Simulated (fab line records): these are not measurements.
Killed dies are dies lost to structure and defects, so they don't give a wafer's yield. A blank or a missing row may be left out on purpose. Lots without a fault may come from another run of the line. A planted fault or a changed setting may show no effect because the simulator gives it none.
What tool caused it? ; flow n5_finfet ; 9 lots with 27 wafers sampled at 5 steps, on a route of 1938 steps

WHAT THE GAUGES SHOWED, per wafer
N5_WELL_APT_CD_MEAS_08: the cd target is 200 nm. Usual: cd_nm 201.0 nm, standard deviation 1.9.
lot;measured;on;cd_nm (nm);flag
L508;day 1 19:38;cd_sem-02;201.8 199.4 200.1;
L514;day 3 07:50;cd_sem-02;205.5 201.5 203.2;
L516;day 3 19:44;cd_sem-02;202.9 198.6 200.0;
L517;day 4 01:49;cd_sem-02;200.7 201.9 200.4;
L525;day 6 01:41;cd_sem-02;200.5 199.0 198.3;
L526;day 6 07:41;cd_sem-01;199.7 196.7 197.8;
L527;day 6 14:00;cd_sem-03;198.3 198.0 199.5;
L528;day 6 19:49;cd_sem-02;201.5 201.8 201.1;
L530;day 7 07:34;cd_sem-02;204.6 200.6 202.7;

N5_BEOL_M4_RC_MEAS_101. Usual: CJ_N 4.35, standard deviation 0.086; DIBL_N 36.7 mV/V, standard deviation 1.8; DIBL_P 37.0 mV/V, standard deviation 2.4; IOFF_N 0.17 nA/um, standard deviation 0.036; IOFF_P 0.22 nA/um, standard deviation 0.042; ION_N 673 uA/um, standard deviation 12; ION_P 462 uA/um, standard deviation 8.5; SS_N 71.7 mV/dec, standard deviation 0.62; SS_P 73.4 mV/dec, standard deviation 0.65; VT_N 250 mV, standard deviation 3.7; VT_P -250 mV, standard deviation 3.7.
lot;measured;on;CJ_N;DIBL_N (mV/V);DIBL_P (mV/V);IOFF_N (nA/um);IOFF_P (nA/um);ION_N (uA/um);ION_P (uA/um);SS_N (mV/dec);SS_P (mV/dec);VT_N (mV);VT_P (mV);flag
L508;day 8 20:34;prober-02;4.36 4.35 4.40;38.5 38.2 37.8;39.0 39.0 37.4;0.19 0.21 0.19;0.25 0.24 0.22;671 675 667;461 460 457;71.5 71.9 72.0;73.3 74.6 73.4;250 245 250;-250 -250 -249;
L514;day 10 08:27;prober-02;4.72 4.77 4.69;36.1 33.2 37.2;37.7 33.2 38.6;0.16 0.11 0.18;0.22 0.17 0.25;674 661 676;471 460 468;71.5 71.0 72.2;73.5 72.6 73.3;249 254 248;-246 -251 -248;OFF
L516;day 10 21:43;prober-01;4.67 4.51 4.68;35.7 35.2 37.4;35.9 35.4 37.7;0.17 0.15 0.19;0.25 0.24 0.29;682 666 671;479 470 474;70.9 72.0 71.7;72.7 72.2 73.1;246 250 246;-243 -244 -243;OFF
L517;day 10 23:26;prober-01;4.24 4.16 4.25;36.1 34.9 35.9;37.0 35.6 35.9;0.14 0.12 0.13;0.20 0.18 0.19;658 649 659;454 449 455;70.6 71.2 71.2;73.7 73.3 73.3;254 256 251;-250 -251 -254;
L525;day 12 23:07;prober-02;4.29 4.23 4.38;38.5 36.2 35.7;35.5 32.7 33.9;0.19 0.14 0.16;0.22 0.17 0.20;677 662 686;463 453 471;73.4 71.1 71.4;73.6 72.6 72.8;249 253 250;-246 -251 -249;
L526;day 13 12:44;prober-02;4.32 4.34 4.35;39.0 38.3 39.3;38.1 37.9 38.2;0.20 0.18 0.21;0.21 0.22 0.22;679 678 677;459 469 456;72.0 72.0 72.1;72.6 73.0 73.0;248 247 248;-252 -251 -249;
L527;day 13 12:33;prober-01;4.44 4.41 4.38;35.7 36.7 32.1;34.9 36.2 30.0;0.15 0.17 0.10;0.19 0.22 0.14;678 686 662;461 464 456;71.4 71.0 70.7;73.1 73.8 72.4;251 250 256;-249 -249 -255;
L528;day 13 14:30;prober-02;4.39 4.35 4.21;38.1 39.6 37.0;36.4 38.4 35.7;0.17 0.20 0.15;0.25 0.29 0.23;687 671 683;471 462 470;71.4 72.5 70.7;73.9 73.2 73.3;247 250 249;-248 -247 -248;
L530;day 15 19:44;prober-01;4.14 4.38 4.25;36.6 36.8 35.9;36.4 35.9 35.0;0.15 0.16 0.14;0.19 0.20 0.18;669 682 670;454 464 455;71.8 71.9 71.6;72.8 73.6 73.4;251 248 251;-252 -253 -254;

TOOL THAT RAN EACH LOT (tool first, then ch and the chambers of the sampled wafers, then the start)
lot;N5_ZERO_LAYER_DESCUM_16;N5_ZERO_LAYER_STRIP_24;N5_WELL_APT_IMPLANT_32
L508;rie_diel-06 ch 0,1,2, day 1 18:44;plasma_asher-02 ch 0,1, day 1 18:58;implanter-02 ch 0, day 1 21:10
L514;rie_diel-05 ch 2,3, day 3 06:49;plasma_asher-01 ch 0,1, day 3 07:03;implanter-02 ch 0, day 3 09:24
L516;rie_diel-03 ch 1,2,3, day 3 18:49;plasma_asher-02 ch 0,1, day 3 19:01;implanter-02 ch 0, day 3 21:22
L517;rie_diel-03 ch 0,1,3, day 4 00:48;plasma_asher-02 ch 0,1, day 4 01:01;implanter-01 ch 0, day 4 03:19
L525;rie_diel-03 ch 0,1, day 6 00:41;plasma_asher-01 ch 0,1, day 6 00:53;implanter-01 ch 0, day 6 03:38
L526;rie_diel-03 ch 0,2, day 6 06:41;plasma_asher-01 ch 1, day 6 06:53;implanter-01 ch 0, day 6 09:18
L527;rie_diel-06 ch 1,2, day 6 12:59;plasma_asher-02 ch 0,1, day 6 13:12;implanter-02 ch 0, day 6 15:29
L528;rie_diel-06 ch 0,3, day 6 18:49;plasma_asher-02 ch 0,1, day 6 19:02;implanter-02 ch 0, day 6 21:26
L530;rie_diel-05 ch 0,2,3, day 7 06:41;plasma_asher-01 ch 0,1, day 7 06:54;implanter-01 ch 0, day 7 09:25
- N5_ZERO_LAYER_DESCUM_16: chemistry O2, time 7.9 s.
- N5_ZERO_LAYER_STRIP_24: strips in O2.
- N5_WELL_APT_IMPLANT_32

WHAT THE TOOLS THEMSELVES READ (means of the sampled wafers that have a number; where no wafer has one, the mark that the record gives instead)
N5_ZERO_LAYER_DESCUM_16. Usual: chamber_pressure_mTorr 20.002 mTorr, standard deviation 0.015; drypump_motor_current_A 5.7 A, standard deviation 0.45; oes_product_au 0.81 a.u., standard deviation 0.068; rf_vpp_V 243.3 V, standard deviation 1.4; showerhead_plenum_p_Torr 2.10 Torr, standard deviation 0.076; throttle_valve_pct 20.29 %, standard deviation 0.19.
lot;tool;chamber_pressure_mTorr (mTorr);drypump_motor_current_A (A);oes_product_au (a.u.);rf_vpp_V (V);showerhead_plenum_p_Torr (Torr);throttle_valve_pct (%);flag
L508;rie_diel-06;20.008;5.9;0.83;242.7;2.09;20.39;
L514;rie_diel-05;19.973;5.2;0.90;243.2;2.14;20.24;
L516;rie_diel-03;19.994;5.5;0.89;242.9;2.09;20.13;
L517;rie_diel-03;20.014;5.3;0.87;243.5;2.12;20.20;
L525;rie_diel-03;20.005;5.5;0.82;243.5;2.08;20.21;
L526;rie_diel-03;20.009;5.9;0.76;242.1;2.03;20.11;
L527;rie_diel-06;19.996;5.7;0.81;241.6;2.00;20.54;
L528;rie_diel-06;20.007;5.8;0.76;243.8;2.17;20.20;
L530;rie_diel-05;19.995;5.5;0.79;243.5;2.11;20.42;

N5_ZERO_LAYER_STRIP_24. Usual: chamber_pressure_mTorr 1000.0 mTorr, standard deviation 0.91; drypump_motor_current_A 5.7 A, standard deviation 0.33; heater_power_w 317 W, standard deviation 37; oes_product_au 0.647 a.u., standard deviation 0.004; strip_time_to_endpoint_s 43.88 s, standard deviation 0.082.
lot;tool;chamber_pressure_mTorr (mTorr);drypump_motor_current_A (A);heater_power_w (W);oes_product_au (a.u.);strip_time_to_endpoint_s (s);flag
L508;plasma_asher-02;999.7;6.1;326;0.645;43.79;
L514;plasma_asher-01;1001.4;5.4;327;0.645;43.88;
L516;plasma_asher-02;1000.1;6.0;323;0.646;43.94;
L517;plasma_asher-02;999.7;5.9;316;0.646;43.97;
L525;plasma_asher-01;1000.3;5.5;292;0.644;43.77;
L526;plasma_asher-01;1000.2;5.6;255;0.649;43.94;
L527;plasma_asher-02;998.9;6.0;329;0.647;43.94;
L528;plasma_asher-02;1000.0;5.9;317;0.645;43.86;
L530;plasma_asher-01;1000.0;5.4;329;0.646;43.82;

N5_WELL_APT_IMPLANT_32. Usual: beam_energy_keV 50.000, standard deviation 0.016; dose_ions_cm2 2.0004e+13, standard deviation 2.1e+10; faraday_current_uA 254, standard deviation 4.7.
lot;tool;beam_energy_keV;dose_ions_cm2;faraday_current_uA;flag
L508;implanter-02;50.010;2.0007e+13;252;
L514;implanter-02;50.008;2.3482e+13;294;OFF
L516;implanter-02;50.000;2.3482e+13;298;OFF
L517;implanter-01;49.995;2.0010e+13;255;
L525;implanter-01;49.975;2.0009e+13;262;
L526;implanter-01;50.010;1.9988e+13;252;
L527;implanter-02;49.976;1.9991e+13;254;
L528;implanter-02;50.003;1.9978e+13;251;
L530;implanter-01;49.996;2.0005e+13;251;

THE ANSWER, worked out from the rows above alone
Rule: take the mean of a lot's wafers that have a number; if it is more than 3 standard deviations from the usual mean, the lot is off. A lot without any number at a reading at which 4 lots or more have one is off too. All remaining lots with rows at the step are treated as sound. The gauges are gone through in route order, then the tools' own readings, and for those a lot's mean is taken as printed above. At the first step where some lot is off, the reading lying furthest off is the one used; lots without a number count as furthest.
Off: L514, L516, seen at N5_BEOL_M4_RC_MEAS_101 (CJ_N).
If a tool, at a process step before that reading, ran all the lots that are off and no sound lot after the first of them, it fits. Not tried: the gauges at N5_BEOL_M4_RC_MEAS_101; whatever is off there is also off at N5_WELL_APT_IMPLANT_32, on other tools, and gauge error can't account for it. Of those tried, none fits.

WHAT THE SIMULATOR PUT IN
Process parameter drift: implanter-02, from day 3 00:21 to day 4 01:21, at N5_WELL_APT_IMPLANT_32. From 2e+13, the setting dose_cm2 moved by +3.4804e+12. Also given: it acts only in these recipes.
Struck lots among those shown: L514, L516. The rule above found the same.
